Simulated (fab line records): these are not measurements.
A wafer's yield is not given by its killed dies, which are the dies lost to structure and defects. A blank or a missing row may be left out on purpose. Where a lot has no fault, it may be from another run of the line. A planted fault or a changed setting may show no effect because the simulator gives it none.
fab line records | flow n5Finfet
record: lots: 10 wafers: 26 lastDay: 17
route steps=1938 shown HKMG_FIN@388 BEOL_M4@1095 PASSIVATION@1936
lots untouched by any fault: they come from a run of this same line in which no faults occurred
startH: hours from the record's first day to the start of the lot's first wafer shown | waitH: hours elapsed since this lot's preceding step | " unchanged from the row above | L1.1+2: several wafers, shown together as one row | - no value, or no start given | * or withheld: withheld | < > ~ a bound
route shown NAME@n: names a module that has steps shown in the file, with the first one's number in the route | usual: average and standard deviation across the fault-free wafers | same: alike in all rows | chamber/n: place in a boat | sites: per-site readings | _std_site: how widely they spread, as a standard deviation | _edge_site: the outer-site mean with the inner-site mean subtracted | radiusMm: for every site, how far away it sits from the centre of the wafer | mask NAME#n: copy n | behind: the last tool/chamber to shape the wafer | hold: cause of the lot's hold/its duration in hours/its outcome | device: transistor that didn't switch, given as n, p or np | end of line: tests of these same wafers at the route's end | a step given without rows: its recipe and nothing more | killed: dies that structure and defects cost at the first sort, which is not the same as the wafer's yield | map: a wafer's dies, x killed, . not, _ none there
set.NAME: the run value of the setting; set.NAME@STEP: its run value at that earlier step | model.NAME: the simulator's own value behind a step, which no gauge read
route steps across a sampled set of lots; one table per step, one row per wafer
services: the hour from which a tool's chamber was out of use, counted from the record's first day as startH (under 0 if before that day), plus the number of hours and why
== steps ==
step: N5_HKMG_FIN_ALD_74
recipe: material: La2O3 targetThkA: 5 tempC: 250 aldPrecursorFamily: La-Cp aldCoReactant: O3 pulseTimeS: 6 coReactantPulseTimeS: 1 purgeTimeS: 3 coReactantPurgeTimeS: 3
usual: heaterPowerW: 360/40 precursorPulseHeightRel: 1.002/0.02 susceptorTempC: 249.97/0.16
columns lot.wafer tool chamber startH waitH heaterPowerW precursorPulseHeightRel susceptorTempC
L550.2 aldHk-02 3 74.52 0.2 345 0.999 250.08
L550.3 " 2 " " 331 1.017 249.91
L550.4 " 0 " " 332 0.993 250.15
L551.1 aldHk-03 2 78.10 0.3 310 1.009 249.86
L551.5 " 0 " " 345 1.011 249.95
L556.4 aldHk-02 0 113.82 0.1 326 0.995 249.59
L556.5 " 0 " " 325 1.011 249.97
L556.6 " 3 " " 353 1.010 250.21
L557.1 aldHk-02 2 114.79 0.2 330 0.990 249.98
L557.2 " 3 " " 355 1.003 250.15
L557.5 " 2 " " 317 0.980 250.07
L559.1 aldHk-02 3 126.33 0.2 348 0.985 249.84
L559.3 " 1 " " 374 0.963 250.27
L559.5 " 1 " " 373 1.011 250.32
L563.1 aldHk-02 2 149.64 0.2 323 0.999 249.77
L566.3 aldHk-02 1 166.04 0.1 380 1.017 249.86
L566.6 " 2 " " 337 0.966 249.82
L569.2 aldHk-01 3 182.89 0.2 314 1.000 249.93
L569.4 " 1 " " 360 1.035 249.82
L569.5 " 3 " " 323 1.014 249.95
L570.1 aldHk-01 0 190.03 0.2 414 1.010 249.87
L570.2 " 1 " " 349 1.006 250.05
L570.4 " 2 " " 433 0.998 250.05
L572.1 aldHk-01 3 203.77 0.2 319 1.018 249.89
L572.2 " 0 " " 418 0.990 250.03
L572.3 " 1 " " 362 0.993 249.94
step: N5_BEOL_M4_ANNEAL_91
recipe: tempC: 400 timeS: 240 ambient: vacuum
usual: heaterPowerW: 812/49 susceptorTempC: 400.00/0.24
same: timeS: 240
columns lot.wafer tool chamber startH waitH heaterPowerW susceptorTempC
L550.2 pvdSputter-02 - 162.85 0.0 810 400.10
L550.3 " - " " 757 399.93
L550.4 " - " " 818 400.16
L551.1 pvdSputter-01 - 167.01 0.0 684 400.20
L551.5 " - " " 843 399.69
L556.4 pvdSputter-03 - 209.06 0.0 861 399.72
L556.5 " - " " 810 399.65
L556.6 " - " " 844 400.15
L557.1 pvdSputter-03 - 212.60 0.0 875 400.14
L557.2 " - " " 820 399.96
L557.5 " - " " 835 400.33
L559.1 pvdSputter-01 - 214.13 0.0 800 400.34
L559.3 " - " " 807 399.99
L559.5 " - " " 793 400.32
L563.1 pvdSputter-02 - 251.99 0.0 801 400.20
L566.3 pvdSputter-02 - 260.35 0.0 766 399.85
L566.6 " - " " 803 400.03
L569.2 pvdSputter-02 - 279.36 0.0 875 399.93
L569.4 " - " " 779 399.61
L569.5 " - " " 867 400.32
L570.1 pvdSputter-02 - 291.79 0.0 793 400.17
L570.2 " - " " 868 400.31
L570.4 " - " " 840 399.85
L572.1 pvdSputter-03 - 304.58 0.0 847 399.83
L572.2 " - " " 828 400.18
L572.3 " - " " 886 399.84
step: N5_BEOL_M4_SPUTTER_92
recipe: material: Cu targetThkA: 45 tempC: -20 chamberPressurePa: 0.07 powerW: withheld timeS: 8.29
usual: chuckGasFlowSccm: 1.26/0.055 susceptorTempC: -20.01/0.12 throttleValvePct: 29.8/1.2
same: timeS: 8.29
columns lot.wafer tool chamber startH waitH chuckGasFlowSccm susceptorTempC throttleValvePct
L550.2 pvdSputter-02 - 162.99 0.1 1.25 -20.19 32.4
L550.3 " - " " 1.25 -20.03 29.2
L550.4 " - " " 1.29 -19.98 30.5
L551.1 pvdSputter-01 - 167.16 0.1 1.34 -20.06 29.4
L551.5 " - " " 1.29 -20.09 29.1
L556.4 pvdSputter-03 - 209.20 0.1 1.17 -19.89 28.5
L556.5 " - " " 1.30 -19.85 30.0
L556.6 " - " " 1.25 -20.06 28.4
L557.1 pvdSputter-03 - 212.74 0.1 1.25 -19.96 30.1
L557.2 " - " " 1.22 -20.12 30.2
L557.5 " - " " 1.31 -20.03 29.7
L559.1 pvdSputter-01 - 214.27 0.1 1.28 -20.13 31.1
L559.3 " - " " 1.19 -19.97 30.5
L559.5 " - " " 1.22 -20.09 31.1
L563.1 pvdSputter-02 - 252.13 0.1 1.28 -20.34 30.8
L566.3 pvdSputter-02 - 260.49 0.1 1.40 -20.10 29.2
L566.6 " - " " 1.35 -19.93 32.6
L569.2 pvdSputter-02 - 279.50 0.1 1.24 -19.82 27.8
L569.4 " - " " 1.27 -19.92 28.9
L569.5 " - " " 1.32 -19.82 27.8
L570.1 pvdSputter-02 - 291.93 0.1 1.27 -19.89 30.5
L570.2 " - " " 1.27 -19.95 27.7
L570.4 " - " " 1.26 -19.82 32.4
L572.1 pvdSputter-03 - 304.72 0.1 1.21 -20.08 28.5
L572.2 " - " " 1.28 -19.71 30.0
L572.3 " - " " 1.13 -19.96 30.2
step: N5_BEOL_M4_SPUTTER_94
recipe: material: Cu targetThkA: 45 tempC: -20 chamberPressurePa: 0.07 powerW: withheld timeS: 8.29
usual: chuckGasFlowSccm: 1.26/0.058 susceptorTempC: -20.02/0.11 throttleValvePct: 29.8/1.2
same: timeS: 8.29
columns lot.wafer tool chamber startH waitH chuckGasFlowSccm susceptorTempC throttleValvePct
L550.2 pvdSputter-02 - 163.21 0.1 1.31 -20.15 32.5
L550.3 " - " " 1.18 -19.87 29.3
L550.4 " - " " 1.26 -20.05 30.6
L551.1 pvdSputter-01 - 167.40 0.1 1.23 -19.70 29.3
L551.5 " - " " 1.29 -19.93 28.9
L556.4 pvdSputter-03 - 209.42 0.1 1.27 -19.90 28.3
L556.5 " - " " 1.24 -19.92 30.1
L556.6 " - " " 1.33 -19.89 28.5
L557.1 pvdSputter-03 - 212.96 0.1 1.31 -20.01 30.1
L557.2 " - " " 1.29 -19.81 29.9
L557.5 " - " " 1.30 -19.83 30.0
L559.1 pvdSputter-01 - 214.49 0.1 1.27 -20.12 31.1
L559.3 " - " " 1.18 -20.04 30.3
L559.5 " - " " 1.30 -20.03 31.4
L563.1 pvdSputter-02 - 252.35 0.1 1.27 -19.96 30.6
L566.3 pvdSputter-02 - 260.71 0.1 1.37 -19.87 29.2
L566.6 " - " " 1.23 -19.89 32.0
L569.2 pvdSputter-02 - 279.72 0.1 1.36 -19.98 27.7
L569.4 " - " " 1.40 -20.18 29.3
L569.5 " - " " 1.20 -20.17 27.4
L570.1 pvdSputter-02 - 292.15 0.1 1.28 -20.02 30.3
L570.2 " - " " 1.24 -20.08 27.9
L570.4 " - " " 1.16 -20.03 32.2
L572.1 pvdSputter-03 - 304.94 0.1 1.24 -20.05 28.6
L572.2 " - " " 1.18 -20.02 30.1
L572.3 " - " " 1.13 -20.04 30.0
step: N5_BEOL_M4_RC_MEAS_101
usual: DIBL_N: 36.0/2.2 DIBL_P: 35.9/2.6 IOFF_N: 0.16/0.038 IOFF_P: 0.21/0.042 ION_N: 675/15 ION_P: 463/10 SS_N: 71.5/0.62 SS_P: 73.2/0.76 VT_N: 250/4.1 VT_N_LVT: 99/3.8 VT_P: -251/3.6 VT_P_LONG: -275.8/3
columns lot.wafer tool chamber startH waitH DIBL_N[mV/V] DIBL_P[mV/V] IOFF_N[nA/um] IOFF_P[nA/um] ION_N[uA/um] ION_P[uA/um] SS_N[mV/dec] SS_P[mV/dec] VT_N[mV] VT_N_LVT[mV] VT_P[mV] VT_P_LONG[mV]
L550.2 prober-01 0 164.69 0.2 35.0 34.6 0.13 0.20 672 464 71.2 72.7 250 101 -250 -275.5
L550.3 " 0 " " 32.8 32.3 0.11 0.17 658 457 70.6 72.4 256 102 -251 -274.0
L550.4 " 0 " " 33.8 32.1 0.12 0.16 665 461 71.6 72.1 254 101 -251 -273.8
L551.1 prober-01 0 168.74 0.0 37.3 37.3 0.17 0.21 674 461 71.5 73.2 251 99 -254 -275.3
L551.5 " 0 " " 35.4 35.0 0.14 0.19 667 454 71.6 72.4 251 101 -253 -277.0
L556.4 prober-01 0 211.21 0.5 43.9 43.5 0.29 0.34 693 471 72.5 75.3 245 91 -245 -278.1
L556.5 " 0 " " 41.1 40.2 0.22 0.26 687 469 72.6 74.2 243 94 -247 -275.7
L556.6 " 0 " " 37.2 35.3 0.14 0.19 684 467 71.3 73.0 252 101 -255 -277.2
L557.1 prober-01 0 214.28 0.0 36.5 35.6 0.15 0.20 672 462 71.5 73.3 249 98 -249 -277.4
L557.2 " 0 " " 34.2 34.0 0.13 0.19 682 473 70.9 72.4 253 100 -250 -278.0
L557.5 " 0 " " 35.0 34.3 0.13 0.19 673 465 70.7 72.6 251 100 -249 -280.0
L559.1 prober-02 0 215.85 0.0 37.8 37.3 0.16 0.19 675 459 71.2 73.3 252 102 -254 -280.5
L559.3 " 0 " " 35.3 34.2 0.12 0.16 644 445 70.9 73.4 259 106 -256 -279.8
L559.5 " 0 " " 35.8 33.6 0.13 0.15 653 446 71.9 72.5 256 105 -259 -279.3
L563.1 prober-02 0 253.67 0.0 35.7 35.0 0.15 0.13 671 447 70.9 72.2 248 86 -261 -285.9
L566.3 prober-01 0 262.40 0.3 36.0 37.5 0.18 0.16 687 454 71.2 73.3 246 83 -256 -285.7
L566.6 " 0 " " 34.2 34.9 0.15 0.19 694 480 71.1 72.6 249 94 -250 -271.0
L569.2 prober-02 0 281.27 0.2 38.6 39.0 0.18 0.23 675 464 71.9 73.4 249 98 -250 -277.4
L569.4 " 0 " " 39.9 42.4 0.22 0.29 696 482 72.1 73.9 245 96 -248 -276.3
L569.5 " 0 " " 38.5 39.0 0.20 0.25 689 472 71.6 73.0 246 96 -250 -273.1
L570.1 prober-02 0 293.57 0.0 38.0 39.0 0.20 0.25 685 465 72.1 74.5 248 96 -251 -275.4
L570.2 " 0 " " 34.9 35.5 0.15 0.19 689 469 71.6 73.0 250 98 -250 -269.9
L570.4 " 0 " " 34.1 34.3 0.13 0.18 664 458 71.3 73.1 253 102 -254 -277.5
L572.1 prober-01 0 306.25 0.0 37.4 40.0 0.21 0.26 678 458 71.8 74.5 242 92 -250 -277.4
L572.2 " 0 " " 33.0 33.5 0.14 0.17 679 467 71.5 72.5 249 96 -254 -277.1
L572.3 " 0 " " 37.6 40.5 0.22 0.25 692 470 72.9 74.6 244 93 -249 -274.5
step: N5_PASSIVATION_PROBE_49
usual: defectLimitedYield: 91.4/1.6 killed_at_M0_to_M3: 35/10 killed_at_M4_up: 12/4.7 killedAtContacts: 12/5.8 killedAtFrontEnd: 38/12 killedAtOther: 4/3.2 killedDies: 102/18 killedOpen: 68/14 killedShort: 32/8 sort_bin_4_leakage: 0.00/0.043 sort_bin_5_function: 5.1/0.96 sort_bin_6_memory: 3.2/0.77 sort_bin_8_speed: 0.1/0.39 sortNPass: 1078/20 sortYieldPct: 91.3/1.7
same: grossDies: 1180 killedAtBackSide: 0
columns lot.wafer tool chamber startH waitH defectLimitedYield[%] killed_at_M0_to_M3 killed_at_M4_up killedAtContacts killedAtFrontEnd killedAtOther killedDies killedOpen killedShort sort_bin_4_leakage[%] sort_bin_5_function[%] sort_bin_6_memory[%] sort_bin_8_speed[%] sortNPass sortYieldPct[%]
L551.1 prober-02 - 275.55 0.0 93.6 31 10 7 24 4 76 45 30 0 3.8 2.4 0 1104 93.6
L551.5 prober-02 - 275.75 0.2 90.9 31 23 10 36 7 107 78 21 0 4.5 3.7 0 1073 90.9
L557.1 prober-01 - 327.58 0.0 91.6 43 15 12 26 3 99 70 29 0 4.8 3.2 0 1081 91.6
L557.2 prober-01 - 327.63 0.1 91.4 51 10 8 28 5 102 65 31 0 4.8 3.1 0 1078 91.4
L557.5 prober-01 - 327.78 0.2 93.1 37 15 5 20 5 82 63 19 0 4.3 2.5 0 1098 93.1
L563.1 prober-01 - 359.75 0.5 92.1 29 14 12 36 2 93 69 24 0 4.9 2.4 0.1 1086 92.0
L566.3 prober-02 - 370.36 0.1 90.5 29 16 12 54 1 112 74 38 0 6.1 2.9 0 1068 90.5
L566.6 prober-02 - 370.51 0.3 90.3 34 10 18 52 0 114 77 37 0 5.5 4.2 0 1066 90.3
L572.1 prober-01 - 408.40 0.0 93.4 20 10 13 29 6 78 44 30 0 4.1 2.1 0 1102 93.4
L572.2 prober-01 - 408.45 0.1 94.0 16 11 15 23 6 71 42 29 0 3.4 2.1 0 1109 94.0
L572.3 prober-01 - 408.50 0.1 93.9 18 11 5 38 0 72 50 22 0 3.1 2.9 0 1108 93.9
killed by level:class
L551.1 BEOL_M2:geometricParticle:open=8 BEOL_M0_SAQP:geometricParticle:short=7 BEOL_M3:geometricParticle:open=5 MOL_CONTACT_COAG:geometricParticle:open=4 GATE_CUT:geometricParticle:short=4 STI_FIN_REVEAL:geometricParticle:open=3 BEOL_M0_SAQP:geometricParticle:open=3 MOL_CONTACT_COAG:geometricParticle:short=3
L551.5 MOL_CONTACT_COAG:geometricParticle:open=10 BEOL_M1:geometricParticle:open=10 BEOL_M4:geometricParticle:open=9 GATE_CUT:geometricParticle:open=7 BEOL_M2:geometricParticle:open=7 HKMG_FIN:areaEtch=7 FIN_SAQP:geometricParticle:open=6 FIN_SAQP:geometricParticle:short=5
L557.1 BEOL_M0_SAQP:geometricParticle:open=14 BEOL_M3:geometricParticle:open=14 STI_FIN_REVEAL:geometricParticle:open=8 MOL_CONTACT_COAG:geometricParticle:open=8 BEOL_M0_SAQP:geometricParticle:short=7 GATE_CUT:geometricParticle:short=5 BEOL_M4:geometricParticle:open=5 MOL_CONTACT_COAG:geometricParticle:short=4
L557.2 BEOL_M0_SAQP:geometricParticle:open=12 BEOL_M3:geometricParticle:open=11 BEOL_M0_SAQP:geometricParticle:short=10 MOL_CONTACT_COAG:geometricParticle:open=8 BEOL_M2:geometricParticle:open=8 BEOL_M1:geometricParticle:open=7 HKMG_FIN:areaEtch=6 FIN_SAQP:geometricParticle:short=5
L557.5 BEOL_M3:geometricParticle:open=13 BEOL_M4:geometricParticle:open=11 BEOL_M0_SAQP:geometricParticle:open=10 BEOL_M1:geometricParticle:open=7 DUMMY_GATE:geometricParticle:open=4 MOL_CONTACT_COAG:geometricParticle:open=4 FIN_SAQP:geometricParticle:short=3 STI_FIN_REVEAL:geometricParticle:open=3
L563.1 BEOL_M0_SAQP:geometricParticle:open=10 GATE_CUT:geometricParticle:open=9 MOL_CONTACT_COAG:geometricParticle:open=9 FIN_SAQP:geometricParticle:open=7 BEOL_M0_SAQP:geometricParticle:short=6 BEOL_M2:geometricParticle:open=6 DUMMY_GATE:geometricParticle:open=5 BEOL_M4:geometricParticle:open=5
L566.3 FIN_SAQP:geometricParticle:open=15 FIN_SAQP:geometricParticle:short=11 BEOL_M3:geometricParticle:open=11 MOL_CONTACT_COAG:geometricParticle:open=10 BEOL_M4:geometricParticle:open=7 GATE_CUT:geometricParticle:open=6 STARTING-WAFER:geometricParticle:short=6 BEOL_M0_SAQP:geometricParticle:open=5
L566.6 FIN_SAQP:geometricParticle:open=17 MOL_CONTACT_COAG:geometricParticle:open=15 BEOL_M0_SAQP:geometricParticle:short=14 STI_FIN_REVEAL:geometricParticle:open=12 BEOL_M0_SAQP:geometricParticle:open=8 BEOL_M4:geometricParticle:open=6 FIN_SAQP:geometricParticle:short=4 GATE_CUT:geometricParticle:short=4
L572.1 MOL_CONTACT_COAG:geometricParticle:open=10 BEOL_M3:geometricParticle:open=8 FIN_SAQP:geometricParticle:short=7 STI_FIN_REVEAL:geometricParticle:open=7 BEOL_M0_SAQP:geometricParticle:short=6 HKMG_FIN:areaEtch=4 MOL_CONTACT_COAG:geometricParticle:short=3 BEOL_M4:geometricParticle:open=3
L572.2 MOL_CONTACT_COAG:geometricParticle:open=11 FIN_SAQP:geometricParticle:short=8 BEOL_M4:geometricParticle:open=7 BEOL_M2:geometricParticle:short=5 MOL_CONTACT_COAG:geometricParticle:short=4 FIN_SAQP:geometricParticle:open=3 STI_FIN_REVEAL:geometricParticle:open=3 BEOL_M3:geometricParticle:open=3
L572.3 FIN_SAQP:geometricParticle:open=10 STI_FIN_REVEAL:geometricParticle:open=7 FIN_SAQP:geometricParticle:short=6 BEOL_M2:geometricParticle:open=6 MOL_CONTACT_COAG:geometricParticle:open=5 STARTING-WAFER:geometricParticle:short=4 BEOL_M3:geometricParticle:open=4 STARTING-WAFER:geometricParticle:open=4
== services ==
columns tool chamber startH hours kind
aldHk-01 - 52.73 0.6 repair
pvdSputter-03 - 54.63 1.9 repair
aldHk-03 - 65.97 2.2 repair
pvdSputter-01 - 69.43 2.3 repair
pvdSputter-03 - 73.07 4.6 repair
aldHk-01 - 105.29 14.6 pm
aldHk-03 - 111.05 8.7 pm
pvdSputter-01 - 150.27 1.8 repair
aldHk-02 - 160.80 0.7 repair
aldHk-03 - 201.60 1.5 repair
aldHk-01 - 275.05 1.4 repair
== key ==
firstSign: step: N5_BEOL_M4_RC_MEAS_101 reading: VT_N_LVT direction: down sigmas: 3.7 usual: 99 struck: 85
effect: step: N5_BEOL_M4_RC_MEAS_101 reading: VT_P_LONG direction: down sigmas: 3.4 usual: -275.8 struck: -285.8
metAt N5_HKMG_FIN_ALD_74
struckLots L563,L566
struckWafers L563.1,L566.3
notActingAt N5_BEOL_M4_ANNEAL_91,N5_BEOL_M4_SPUTTER_92,N5_BEOL_M4_SPUTTER_94
onsetBetween 126.33 149.64
fault: kind: processParameterDrift tool: aldHk-02 chamber: - onsetH: 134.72 steps: N5_HKMG_FIN_ALD_74 channel: targetThkA offset: * shape: step endH: 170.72 scope: struckWafersOnly actsIn: * stated: *
